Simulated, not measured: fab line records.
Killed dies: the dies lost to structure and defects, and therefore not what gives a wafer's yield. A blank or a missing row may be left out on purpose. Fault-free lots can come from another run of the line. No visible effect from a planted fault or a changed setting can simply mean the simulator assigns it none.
Which tool is to blame?	flow nand harc	route of 1302 steps, sampled at 1 step: 24 lots, 72 wafers

== WHAT THE GAUGES READ, wafer by wafer ==
NHARC_A_CHANNEL_HOLE_D2_CD_MEAS_31.
lot	measured	on	cd nm (nm)
L074	day 13 13:18	cd sem-02	88.2 88.8 88.2
L075	day 14 08:58	cd sem-01	91.2 89.9 89.5
L077	day 14 10:35	cd sem-03	92.2 90.1 91.2
L076	day 14 13:07	cd sem-03	89.8 88.7 88.6
L079	day 15 05:07	cd sem-01	91.5 91.2 89.7
L078	day 15 05:40	cd sem-03	90.7 90.4 90.1
L080	day 15 16:26	cd sem-02	92.0 90.0 91.2
L081	day 16 02:02	cd sem-03	89.0 88.5 90.0
L083	day 17 14:52	cd sem-02	90.2 90.1 92.4
L082	day 17 20:13	cd sem-03	91.6 90.1 91.1
L084	day 18 05:02	cd sem-03	89.4 89.6 91.2
L085	day 18 06:42	cd sem-01	90.2 91.6 90.1
L088	day 19 04:04	cd sem-03	90.3 90.3 91.4
L086	day 19 05:35	cd sem-03	89.0 89.0 89.3
L089	day 19 14:15	cd sem-01	89.3 90.3 91.3
L087	day 20 01:47	cd sem-03	89.6 90.0 89.4
L091	day 20 13:08	cd sem-03	90.3 89.8 90.2
L090	day 20 13:09	cd sem-01	89.0 88.4 90.0
L092	day 21 08:22	cd sem-02	91.1 91.9 90.9
L093	day 22 11:19	cd sem-03	89.9 89.2 88.6
L094	day 22 15:08	cd sem-03	89.7 91.5 90.1
L096	day 22 15:19	cd sem-02	89.8 91.4 90.6
L095	day 22 18:55	cd sem-02	91.5 90.0 90.7
L097	day 23 01:31	cd sem-03	89.5 88.6 89.8

== EACH LOT AND THE TOOL THAT RAN IT (in order: tool; ch and the chambers of the sampled wafers; start) ==
There is no process step in the record ahead of these readings.

== WHAT THE TOOLS THEMSELVES READ (means of the sampled wafers that have a number; where no wafer has one, the mark that the record gives instead) ==
The record holds no such reading with a usual standard deviation.

== THE ANSWER, worked out from the rows above alone ==
Rule: usual is defined by the lots themselves. The widest of any qualifying gaps counts: lots, ordered by their means at a reading, are off when they make up no more than a third of the lots, leave a main group of 4 or more, and stand apart from it by 3 or more times the standard deviation of that group's means. A main group whose means are all the same, to the digits that the tables above print for the reading, isn't used. Also off: a lot with no number at a reading for which 4 or more lots have one. Any other lot the step has rows for is counted as sound. Order of review: gauges by route order, followed by the tools' own readings, for which a lot's mean as printed above is used. The first step at which some lot is off is used, and at that step the reading that is off furthest; a lot without a number counts as furthest.
None of the lots is off at any reading shown; this tells nothing.

== WHAT THE SIMULATOR HAD INSERTED ==
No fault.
